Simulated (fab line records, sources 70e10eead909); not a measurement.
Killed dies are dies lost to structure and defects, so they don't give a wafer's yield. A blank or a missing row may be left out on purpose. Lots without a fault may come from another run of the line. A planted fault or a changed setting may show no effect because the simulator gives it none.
fab line records | flow nand_harc
record lots=7 wafers=19 last_day=33
route steps=1302 shown A_CONTACT@1089 END@1302
lots that met no fault: from a run of the same line without faults
start_h: hours from the record's first day to the start of the lot's first wafer shown | wait_h: hours since the lot's step before | " the same as in the row above | L1.1+2: a row that stands for several wafers | - no value, or no start given | * or withheld: withheld | < > ~ a bound
route shown NAME@n: a module of which the file shows steps, and the number in the route of the first | usual: mean/standard deviation of fault-free wafers | same: alike in all rows | chamber/n: place in a boat | sites: the reading at each site | _std_site: their standard deviation | _edge_site: outer sites' mean less inner sites' | radius_mm: how far each site lies from the wafer's centre | mask NAME#n: copy n | behind: the tool/chamber that last shaped the wafer | hold: why the lot was held/for how many hours/how that ended | device: the transistor (n, p or np) that didn't switch | end of line: the same wafers' tests at the end of the route | a step without rows: its recipe alone | killed: dies lost to structure and defects at the first sort, not the wafer's yield | map: a wafer's dies, x killed, . not, _ none there
set.NAME: the setting as run; set.NAME@STEP: as run at that earlier step | model.NAME: the simulator's own value behind a step, which no gauge read
lots at some steps of the route; a table a step, a row a wafer
services: from which hour (start_h, from the record's first day; less than 0 if before it) a tool's chamber was out of use, for how many hours, and why
## steps
# step NHARC_A_CONTACT_ETCH_137
# recipe source_w=withheld pressure_mtorr=20 bias_v=1200 time_s=311 target_depth_a=19120 ar_flow_sccm=withheld c4f8_flow_sccm=withheld o2_flow_sccm=withheld chemistry=C4F8/O2/Ar
# step NHARC_A_CONTACT_ETCH_138
# recipe source_w=withheld pressure_mtorr=20 bias_v=1200 time_s=311 target_depth_a=19140 ar_flow_sccm=withheld c4f8_flow_sccm=withheld o2_flow_sccm=withheld chemistry=C4F8/O2/Ar
# step NHARC_A_CONTACT_ETCH_139
# recipe source_w=withheld pressure_mtorr=20 bias_v=400 time_s=195 target_depth_a=8400 ar_flow_sccm=withheld c4f8_flow_sccm=11.5 o2_flow_sccm=7.2 chemistry=C4F8/O2/Ar
# columns lot.wafer tool chamber start_h wait_h rf_hours_counter_h
L733.2 har_cap_etch-01 0 528.16 0.3 5
L733.3 " 0 " " -
L733.5 " 0 " " -
L741.4 har_cap_etch-01 1 572.38 0.2 -
L741.3 " 0 " " -
L741.6 " 0 " " -
L750.4 har_cap_etch-03 0 709.82 0.2 -
L750.5 " 1 " " -
L751.2 har_cap_etch-02 0 711.36 0.2 127
L751.1 " 1 " " 127
L751.3 " 0 " " -
L752.4 har_cap_etch-01 0 715.21 0.2 -
L752.5 " 0 " " -
L754.2 har_cap_etch-02 1 725.35 0.2 130
L754.1 " 0 " " 130
L754.4 " 0 " " -
L756.4 har_cap_etch-03 0 739.45 0.2 -
L756.3 " 1 " " -
L756.6 " 0 " " -
# step NHARC_A_CONTACT_ETCH_92
# recipe target_depth_a=400 over_etch_frac=0.5 time_s=85.7 ion_energy_ev=120 ch3f_flow_sccm=50 o2_flow_sccm=30 ar_flow_sccm=200 rf_w=500 bias_w=100 chemistry=CH3F/O2
# usual drypump_motor_current_A=5.6/0.45 oes_product_au=0.94/0.031 rf_vpp_V=244.6/1.9 showerhead_plenum_p_Torr=2.47/0.12 throttle_valve_pct=20.662/0.009
# columns lot.wafer tool chamber start_h wait_h drypump_motor_current_A oes_product_au rf_hours_counter_h rf_vpp_V showerhead_plenum_p_Torr throttle_valve_pct
L733.3 rie_diel-04 2 528.76 0.4 5.6 0.99 27 246.2 2.56 20.673
L733.2 " 3 " " 4.8 1.00 24 241.6 2.36 20.673
L733.5 " 2 " " 5.6 0.99 - 245.0 2.56 20.663
L741.3 rie_diel-04 1 572.84 0.4 6.2 0.90 5 245.3 2.56 20.663
L741.4 " 3 " " 4.8 0.92 4 241.8 2.35 20.650
L741.6 " 2 " " 5.6 0.92 - 244.8 2.56 20.665
L750.4 rie_diel-03 2 710.23 0.4 5.4 0.92 22 245.0 2.46 20.654
L750.5 " 2 " " 5.4 0.91 - 244.2 2.46 20.675
L751.2 rie_diel-02 1 711.93 0.5 5.6 0.93 45 246.3 2.62 20.669
L751.3 " 2 " " 5.9 0.95 43 245.0 2.51 20.675
L751.1 " 3 " " 5.2 0.93 46 245.2 2.43 20.662
L752.4 rie_diel-03 2 715.65 0.4 5.4 0.91 23 244.6 2.46 20.686
L752.5 " 0 " " 5.2 0.92 - 246.1 2.63 20.666
L754.1 rie_diel-04 0 725.91 0.5 6.1 0.99 1 242.9 2.32 20.675
L754.4 " 1 " " 6.2 0.99 1 245.0 2.55 20.670
L754.2 " 2 " " 5.7 0.99 1 246.2 2.55 20.660
L756.3 rie_diel-04 3 739.94 0.4 4.8 0.93 2 243.3 2.34 20.674
L756.4 " 1 " " 6.2 0.94 2 246.6 2.55 20.654
L756.6 " 3 " " 4.8 0.93 - 241.5 2.34 20.659
# step NHARC_A_CONTACT_ETCH_98
# recipe target_depth_a=200 over_etch_frac=0.5 time_s=10 ion_energy_ev=250 c4f6_flow_sccm=25 o2_flow_sccm=20 ar_flow_sccm=500 rf_w=600 bias_w=500 chemistry=C4F6/O2
# usual c4f6_flow_sccm=25.00/0.073 drypump_motor_current_A=5.6/0.44 oes_product_au=0.961/0.026 rf_vpp_V=547/3.5 showerhead_plenum_p_Torr=3.95/0.17 throttle_valve_pct=26.903/0.0099
# columns lot.wafer tool chamber start_h wait_h c4f6_flow_sccm drypump_motor_current_A oes_product_au rf_hours_counter_h rf_vpp_V showerhead_plenum_p_Torr throttle_valve_pct
L733.2 rie_diel-04 2 - - 25.03 5.7 0.979 27 552 4.08 26.906
L733.3 " 3 " " 25.18 4.8 1.002 24 544 3.77 26.902
L733.5 " 1 " " 24.91 6.2 0.984 - 550 4.08 26.901
L741.3 rie_diel-04 2 - - 24.97 5.6 0.948 4 551 4.07 26.913
L741.4 " 1 " " 24.97 6.2 0.937 5 550 4.08 26.896
L741.6 " 2 " " 25.01 5.6 0.949 - 551 4.07 26.893
L750.4 rie_diel-03 0 - - 24.95 5.2 0.921 21 553 4.18 26.919
L750.5 " 3 " " 25.12 5.6 0.954 - 545 3.83 26.900
L751.2 rie_diel-02 1 - - 24.96 5.6 0.941 45 552 4.16 26.914
L751.1 " 2 " " 24.99 5.9 0.957 43 549 4.00 26.890
L751.3 " 3 " " 25.05 5.3 0.943 46 546 3.89 26.900
L752.4 rie_diel-03 3 - - 25.14 5.6 0.966 20 545 3.83 26.903
L752.5 " 3 " " 25.09 5.6 0.970 - 546 3.83 26.922
L754.4 rie_diel-04 3 - - 24.93 4.8 0.997 1 544 3.75 26.902
L754.2 " 1 " " 25.07 6.2 1.002 1 550 4.07 26.903
L754.1 " 2 " " 25.09 5.7 1.005 1 548 4.06 26.912
L756.4 rie_diel-04 1 - - 24.95 6.2 0.945 2 551 4.07 26.909
L756.3 " 2 " " 24.95 5.6 0.947 2 549 4.06 26.905
L756.6 " 2 " " 24.88 5.6 0.961 - 548 4.06 26.900
# step NHARC_A_CONTACT_CD_MEAS_15
# usual cd_nm=190.1/0.75
# columns lot.wafer tool chamber start_h wait_h cd_nm
L733.2 cd_sem-02 - 529.08 - 190.5
L733.3 " - " " 190.1
L733.5 " - " " 190.6
L741.3 cd_sem-01 - 573.07 - 189.9
L741.4 " - " " 191.0
L741.6 " - " " 190.5
L750.4 cd_sem-02 - 710.46 - 189.8
L750.5 " - " " 189.5
L751.1 cd_sem-01 - 712.13 - 191.1
L751.2 " - " " 190.0
L751.3 " - " " 190.6
L752.4 cd_sem-01 - 715.85 - 189.0
L752.5 " - " " 189.0
L754.1 cd_sem-01 - 726.13 - 188.9
L754.2 " - " " 189.1
L754.4 " - " " 188.7
L756.3 cd_sem-02 - 740.15 - 189.5
L756.4 " - " " 189.4
L756.6 " - " " 189.0
# step NHARC_A_CONTACT_STRIP_107
# recipe n2_flow_sccm=150 h2_flow_sccm=150 ar_flow_sccm=0 bias_w=0 chemistry=N2/H2
# step NHARC_A_CONTACT_STRIP_108
# recipe cf4_flow_sccm=100 chf3_flow_sccm=30 ar_flow_sccm=0 bias_w=0 chemistry=CF4/CHF3
# step NHARC_A_CONTACT_STRIP_109
# recipe o2_flow_sccm=400 cos_flow_sccm=20 ar_flow_sccm=0 bias_w=0 chemistry=O2/COS
# step NHARC_A_CONTACT_ETCH_110
# recipe target_depth_a=600 overetch_a=60 time_s=33 ion_energy_ev=100 cf4_flow_sccm=80 o2_flow_sccm=20 ar_flow_sccm=0 rf_w=300 bias_w=100 chemistry=CF4/O2
# usual drypump_motor_current_A=5.6/0.4 oes_f_703_au=1.000/0.0045 oes_product_au=0.997/0.014 rf_vpp_V=198.2/1.5 showerhead_plenum_p_Torr=1.36/0.06 throttle_valve_pct=13.397/0.0091
# columns lot.wafer tool chamber start_h wait_h drypump_motor_current_A oes_f_703_au oes_product_au rf_hours_counter_h rf_vpp_V showerhead_plenum_p_Torr throttle_valve_pct
L733.3 rie_diel-04 2 529.40 0.1 5.6 1.008 0.998 27 199.3 1.39 13.396
L733.2 " 3 " " 4.8 0.995 0.999 24 197.5 1.28 13.391
L733.5 " 2 " " 5.6 0.994 1.004 - 200.3 1.39 13.393
L741.3 rie_diel-03 3 573.42 0.0 5.6 0.994 1.006 29 197.4 1.31 13.389
L741.4 " 0 " " 5.2 1.003 0.966 30 200.7 1.44 13.403
L741.6 " 0 " " 5.2 0.995 0.966 - 200.7 1.44 13.393
L750.4 rie_diel-02 0 710.75 0.1 5.8 1.004 0.966 51 198.2 1.43 13.398
L750.5 " 2 " " 5.8 1.006 1.023 - 198.1 1.36 13.382
L751.3 rie_diel-02 1 712.43 0.1 5.6 0.992 0.990 45 199.9 1.42 13.403
L751.2 " 2 " " 5.9 1.000 1.013 43 198.2 1.36 13.389
L751.1 " 3 " " 5.2 1.002 1.004 46 197.3 1.32 13.407
L752.4 rie_diel-03 0 717.12 0.8 5.2 1.002 1.004 22 200.0 1.43 13.404
L752.5 " 2 " " 5.3 0.996 0.979 - 197.8 1.33 13.402
L754.4 rie_diel-04 3 726.43 0.1 4.8 0.992 0.994 1 197.1 1.27 13.409
L754.2 " 0 " " 6.1 0.994 0.998 1 196.3 1.26 13.402
L754.1 " 1 " " 6.1 0.999 1.006 1 199.1 1.39 13.409
L756.3 rie_diel-03 2 740.45 0.1 5.4 0.998 0.986 30 197.3 1.33 13.403
L756.4 " 3 " " 5.6 1.007 1.000 27 196.5 1.30 13.380
L756.6 " 0 " " 5.2 1.001 0.985 - 198.9 1.43 13.394
# step NHARC_A_CONTACT_STRIP_26
# recipe o2_flow_sccm=500 ar_flow_sccm=0 bias_w=0 chemistry=O2
# step NHARC_A_CONTACT_STRIP_27
# recipe time_s=600 temp_c=30 chemistry=post_etch_residue_remover
# step NHARC_A_CONTACT_ALD_18
# recipe target_thk_a=30 pulse_time_s=1 ald_cycles=150 temp_c=450 material=TiN
# usual ald_cycles=150/0 heater_power_w=1158/130 precursor_pulse_height_rel=1.003/0.021
# columns lot.wafer tool chamber start_h wait_h ald_cycles heater_power_w precursor_pulse_height_rel
L733.3 ald_metal-03 0 530.09 - 150 1165 0.955
L733.2 " 1 " " 150 1335 0.996
L733.5 " 2 " " 150 868 0.963
L741.4 ald_metal-02 0 574.06 - 150 1359 0.987
L741.3 " 3 " " 150 1225 0.976
L741.6 " 1 " " 150 1093 0.987
L750.4 ald_metal-02 1 711.45 - 69 1077 1.002
L750.5 " 0 " " 150 1412 1.035
L751.2 ald_metal-03 3 713.09 - 150 1175 1.021
L751.3 " 0 " " 150 1180 0.985
L751.1 " 1 " " 150 1270 0.995
L752.4 ald_metal-02 1 717.75 - 69 1053 1.000
L752.5 " 2 " " 150 1022 1.015
L754.1 ald_metal-02 2 727.12 - 150 1012 1.003
L754.2 " 3 " " 150 1160 0.983
L754.4 " 0 " " 69 1387 0.999
L756.3 ald_metal-01 1 741.09 - 150 1268 0.980
L756.4 " 0 " " 150 1117 0.997
L756.6 " 2 " " 150 1122 1.035
# step NHARC_A_CONTACT_CVD_19
# recipe target_thk_a=3000 temp_c=300 pressure_torr=40 wf6_flow_sccm=40 h2_flow_sccm=1600 ar_flow_sccm=1560 time_s=802 material=W
# usual heater_power_w=434/29 mfc_h2_sccm=1599/4.5 mfc_wf6_sccm=40.02/0.13 throttle_valve_pct=7.83/0.2
# columns lot.wafer tool chamber start_h wait_h heater_power_w mfc_h2_sccm mfc_wf6_sccm throttle_valve_pct
L733.2 cvd_w-01 1 - - 451 1601 40.09 7.52
L733.3 " 1 " " 456 1600 40.08 7.71
L733.5 " 0 " " 388 1602 39.76 7.26
L741.3 cvd_w-01 0 - - 377 1599 40.03 7.67
L741.4 " 1 " " 446 1599 40.03 7.64
L741.6 " 0 " " 377 1601 40.04 7.71
L750.4 cvd_w-02 0 - - 457 1591 40.01 8.01
L750.5 " 1 " " 464 1610 39.92 7.87
L751.1 cvd_w-01 0 - - 379 1596 39.96 7.75
L751.2 " 1 " " 454 1597 40.17 7.81
L751.3 " 1 " " 459 1605 40.20 7.69
L752.4 cvd_w-02 1 - - 451 1598 40.14 7.82
L752.5 " 0 " " 442 1592 40.19 8.04
L754.2 cvd_w-02 1 - - 454 1598 39.85 8.00
L754.1 " 0 " " 449 1591 39.98 8.06
L754.4 " 0 " " 439 1601 40.13 8.04
L756.3 cvd_w-01 1 - - 435 1597 40.16 7.53
L756.4 " 0 " " 395 1599 39.96 7.46
L756.6 " 0 " " 381 1599 39.86 7.60
# step NHARC_END_SORT_01
# recipe temp_c=25
# usual killed_at_array=61/24 killed_at_other=1.2/1.3 killed_at_periphery=3.7/2.6 killed_dies=66/23 killed_open=3.3/1.8 killed_short=2.4/1.6
# same gross_dies=677
# columns lot.wafer tool chamber start_h wait_h killed_at_array killed_at_other killed_at_periphery killed_dies killed_open killed_short
L733.2 prober-01 0 590.81 2.8 18 1 2 21 6 2
L733.3 prober-01 0 591.62 3.1 21 1 2 24 2 2
L733.5 prober-01 0 593.25 3.8 22 3 2 27 1 3
L741.3 prober-01 0 623.65 3.1 112 0 0 112 1 2
L741.4 prober-01 0 624.45 3.4 98 1 3 102 2 1
L741.6 prober-01 0 626.04 4.0 105 1 4 110 7 2
L750.4 prober-01 0 763.88 3.4 670 1 6 677 5 0
L750.5 prober-01 0 764.68 3.7 59 3 5 67 4 4
L752.4 prober-01 0 779.53 3.4 666 0 11 677 4 6
L752.5 prober-01 0 780.32 3.7 39 0 9 48 1 3
L754.1 prober-01 0 784.89 2.5 63 0 3 66 2 0
L754.2 prober-01 0 785.69 2.8 57 1 4 62 5 0
L754.4 prober-01 0 787.29 3.4 675 0 2 677 2 1
# killed by level:class
L733.2 A_CHANNEL_HOLE_D2:chamber_film_flake=7 A_STAIRCASE:chamber_film_flake=2 A_CONTACT:chamber_film_flake=2 P_CONTACT:geometric_particle:open=1 P_M1:geometric_particle:open=1 A_CHANNEL_FILL_D1:geometric_particle:short=1 A_DECK1_JOINT:geometric_particle:open=1 A_CHANNEL_HOLE_D2:geometric_particle:open=1
L733.3 A_CHANNEL_HOLE_D2:chamber_film_flake=4 A_CHANNEL_HOLE_D1:chamber_film_flake=3 A_CHANNEL_FILL_D1:chamber_film_flake=3 A_CONTACT:chamber_film_flake=3 A_BONDPAD:chamber_film_flake=2 P_CONTACT:geometric_particle:open=1 P_M0:geometric_particle:open=1 A_DECK1_JOINT:geometric_particle:short=1
L733.5 A_CHANNEL_HOLE_D2:chamber_film_flake=6 A_STAIRCASE:chamber_film_flake=5 A_CONTACT:chamber_film_flake=3 THIN_TSV:chamber_film_flake=3 A_CHANNEL_HOLE_D1:chamber_film_flake=2 P_CONTACT:geometric_particle:open=1 A_CHANNEL_FILL_D1:geometric_particle:short=1 A_CHANNEL_FILL_D2:geometric_particle:short=1
L741.3 A_CHANNEL_HOLE_D1:chamber_film_flake=34 A_SLIT:chamber_film_flake=34 A_CHANNEL_HOLE_D2:chamber_film_flake=33 A_STAIRCASE:chamber_film_flake=4 A_CONTACT:chamber_film_flake=4 A_CHANNEL_FILL_D1:geometric_particle:short=1 A_CHANNEL_FILL_D2:geometric_particle:short=1 A_WL_FILL:geometric_particle:open=1
L741.4 A_CHANNEL_HOLE_D2:chamber_film_flake=32 A_CHANNEL_HOLE_D1:chamber_film_flake=29 A_SLIT:chamber_film_flake=25 A_CONTACT:chamber_film_flake=4 P_BONDPAD:chamber_film_flake=2 A_STAIRCASE:chamber_film_flake=2 A_WL_FILL:chamber_film_flake=2 A_ONON_D1:geometric_particle:open=1
L741.6 A_SLIT:chamber_film_flake=32 A_CHANNEL_HOLE_D2:chamber_film_flake=30 A_CHANNEL_HOLE_D1:chamber_film_flake=28 A_WL_FILL:chamber_film_flake=4 A_CONTACT:chamber_film_flake=2 P_CONTACT:geometric_particle:open=1 P_M1:geometric_particle:open=1 A_CHANNEL_FILL_D1:geometric_particle:open=1
L750.4 A_CONTACT:area_ald=611 A_SLIT:chamber_film_flake=35 A_CHANNEL_HOLE_D1:chamber_film_flake=16 A_DECK1_JOINT:chamber_film_flake=3 P_GATE:geometric_particle:open=2 P_M2:chamber_film_flake=2 A_CONTACT:chamber_film_flake=2 P_M1:geometric_particle:open=1
L750.5 A_SLIT:chamber_film_flake=36 A_CHANNEL_HOLE_D1:chamber_film_flake=12 P_M2:chamber_film_flake=3 A_CONTACT:chamber_film_flake=3 THIN_TSV:chamber_film_flake=3 A_M0:geometric_particle:short=2 P_STI:geometric_particle:short=1 A_DECK1_JOINT:geometric_particle:open=1
L752.4 A_CONTACT:area_ald=632 A_CHANNEL_HOLE_D1:chamber_film_flake=12 P_STI:chamber_film_flake=6 A_SLIT:chamber_film_flake=6 P_GATE:chamber_film_flake=3 A_STAIRCASE:chamber_film_flake=3 A_ONON_D1:geometric_particle:short=2 A_DECK1_JOINT:geometric_particle:open=2
L752.5 A_SLIT:chamber_film_flake=12 A_CHANNEL_HOLE_D1:chamber_film_flake=11 P_STI:chamber_film_flake=6 A_STAIRCASE:chamber_film_flake=6 A_CHANNEL_FILL_D2:chamber_film_flake=4 A_CHANNEL_FILL_D2:geometric_particle:short=2 A_CONTACT:chamber_film_flake=2 P_GATE:geometric_particle:short=1
L754.1 A_SLIT:chamber_film_flake=30 A_CHANNEL_HOLE_D1:chamber_film_flake=15 A_CONTACT:chamber_film_flake=12 P_GATE:chamber_film_flake=2 A_DECK1_JOINT:chamber_film_flake=2 A_STAIRCASE:chamber_film_flake=2 P_M0:geometric_particle:open=1 A_DECK1_JOINT:geometric_particle:open=1
L754.2 A_SLIT:chamber_film_flake=27 A_CHANNEL_HOLE_D1:chamber_film_flake=17 A_CONTACT:chamber_film_flake=5 P_STI:chamber_film_flake=2 A_STAIRCASE:chamber_film_flake=2 A_ONON_D1:geometric_particle:open=1 A_ONON_D2:geometric_particle:open=1 A_WL_FILL:geometric_particle:open=1
L754.4 A_CONTACT:area_ald=611 A_SLIT:chamber_film_flake=34 A_CHANNEL_HOLE_D1:chamber_film_flake=15 A_CONTACT:chamber_film_flake=6 A_ZERO_WELL:chamber_film_flake=5 A_DECK1_JOINT:chamber_film_flake=2 P_M0:geometric_particle:open=1 A_ONON_D1:geometric_particle:short=1
# map L750.4 (x killed, . not)
____________x____________
_________xxxxxxx_________
_______xxxxxxxxxxx_______
______xxxxxxxxxxxxx______
_____xxxxxxxxxxxxxxx_____
____xxxxxxxxxxxxxxxxx____
____xxxxxxxxxxxxxxxxx____
___xxxxxxxxxxxxxxxxxxx___
___xxxxxxxxxxxxxxxxxxx___
__xxxxxxxxxxxxxxxxxxxxx__
__xxxxxxxxxxxxxxxxxxxxx__
_xxxxxxxxxxxxxxxxxxxxxxx_
_xxxxxxxxxxxxxxxxxxxxxxx_
_xxxxxxxxxxxxxxxxxxxxxxx_
_xxxxxxxxxxxxxxxxxxxxxxx_
_xxxxxxxxxxxxxxxxxxxxxxx_
xxxxxxxxxxxxxxxxxxxxxxxxx
xxxxxxxxxxxxxxxxxxxxxxxxx
xxxxxxxxxxxxxxxxxxxxxxxxx
xxxxxxxxxxxxxxxxxxxxxxxxx
xxxxxxxxxxxxxxxxxxxxxxxxx
_xxxxxxxxxxxxxxxxxxxxxxx_
_xxxxxxxxxxxxxxxxxxxxxxx_
_xxxxxxxxxxxxxxxxxxxxxxx_
_xxxxxxxxxxxxxxxxxxxxxxx_
_xxxxxxxxxxxxxxxxxxxxxxx_
__xxxxxxxxxxxxxxxxxxxxx__
__xxxxxxxxxxxxxxxxxxxxx__
___xxxxxxxxxxxxxxxxxxx___
___xxxxxxxxxxxxxxxxxxx___
____xxxxxxxxxxxxxxxxx____
____xxxxxxxxxxxxxxxxx____
_____xxxxxxxxxxxxxxx_____
______xxxxxxxxxxxxx______
_______xxxxxxxxxxx_______
_________xxxxxxx_________
____________x____________
# map L752.4 (x killed, . not)
____________x____________
_________xxxxxxx_________
_______xxxxxxxxxxx_______
______xxxxxxxxxxxxx______
_____xxxxxxxxxxxxxxx_____
____xxxxxxxxxxxxxxxxx____
____xxxxxxxxxxxxxxxxx____
___xxxxxxxxxxxxxxxxxxx___
___xxxxxxxxxxxxxxxxxxx___
__xxxxxxxxxxxxxxxxxxxxx__
__xxxxxxxxxxxxxxxxxxxxx__
_xxxxxxxxxxxxxxxxxxxxxxx_
_xxxxxxxxxxxxxxxxxxxxxxx_
_xxxxxxxxxxxxxxxxxxxxxxx_
_xxxxxxxxxxxxxxxxxxxxxxx_
_xxxxxxxxxxxxxxxxxxxxxxx_
xxxxxxxxxxxxxxxxxxxxxxxxx
xxxxxxxxxxxxxxxxxxxxxxxxx
xxxxxxxxxxxxxxxxxxxxxxxxx
xxxxxxxxxxxxxxxxxxxxxxxxx
xxxxxxxxxxxxxxxxxxxxxxxxx
_xxxxxxxxxxxxxxxxxxxxxxx_
_xxxxxxxxxxxxxxxxxxxxxxx_
_xxxxxxxxxxxxxxxxxxxxxxx_
_xxxxxxxxxxxxxxxxxxxxxxx_
_xxxxxxxxxxxxxxxxxxxxxxx_
__xxxxxxxxxxxxxxxxxxxxx__
__xxxxxxxxxxxxxxxxxxxxx__
___xxxxxxxxxxxxxxxxxxx___
___xxxxxxxxxxxxxxxxxxx___
____xxxxxxxxxxxxxxxxx____
____xxxxxxxxxxxxxxxxx____
_____xxxxxxxxxxxxxxx_____
______xxxxxxxxxxxxx______
_______xxxxxxxxxxx_______
_________xxxxxxx_________
____________x____________
## services
# columns tool chamber start_h hours kind
ald_metal-02 - 513.84 0.9 repair
rie_diel-03 3 517.78 17.8 repair
rie_diel-04 - 531.90 9.0 pm
cvd_w-01 - 547.00 13.0 pm
ald_metal-02 1 547.42 19.0 repair
ald_metal-03 - 549.55 2.9 repair
cvd_w-02 0 559.47 2.9 repair
rie_diel-04 3 562.59 3.2 repair
har_cap_etch-01 - 567.86 0.6 repair
ald_metal-03 - 568.00 10.0 pm
rie_diel-02 - 570.78 9.0 pm
ald_metal-02 - 576.96 1.4 repair
cvd_w-01 0 598.93 8.2 repair
ald_metal-02 - 610.00 10.0 pm
har_cap_etch-03 - 625.69 1.0 repair
cvd_w-02 - 631.24 13.0 pm
rie_diel-03 - 634.91 1.3 repair
rie_diel-03 - 636.26 9.0 pm
ald_metal-02 1 656.04 26.8 repair
rie_diel-02 1 663.83 8.8 repair
rie_diel-04 - 708.93 9.0 pm
rie_diel-02 1 722.51 4.1 repair
rie_diel-03 3 722.71 9.7 repair
cvd_w-01 - 728.00 13.0 pm
## key
first_sign step=NHARC_A_CONTACT_ALD_18 reading=ald_cycles direction=down sigmas=99+ usual=150 struck=69
effect step=NHARC_END_SORT_01 reading=killed_dies direction=up sigmas=27 usual=66 struck=677
more_kills_born_at NHARC_A_CONTACT_ALD_18@ald_metal-02=1854
met_at NHARC_A_CONTACT_ALD_18
struck_wafers L750.4,L752.4,L754.4
later_rows_left_out L750.4,L752.4,L754.4
tester_left_out L750,L752,L754
onset_between 574.06 711.45
fault kind=process_parameter_drift tool=ald_metal-02 chamber=- onset_h=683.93 steps=NHARC_A_CONTACT_ALD_18 channel=ald_cycles offset=-81 shape=step end_h=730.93 scope=struck_wafers_only acts_in=these_recipes_only stated=150
# tester_left_out: of these lots the tester's yield and bins aren't shown, on N5 and GAA mostly nor the transistor test; their killed dies are dies lost to structure and defects alone, not to doping, threshold or leakage, so they don't give the yield
# later_rows_left_out: the simulator's readings of these wafers behind a module that went badly wrong aren't trusted and aren't shown, but for the sort
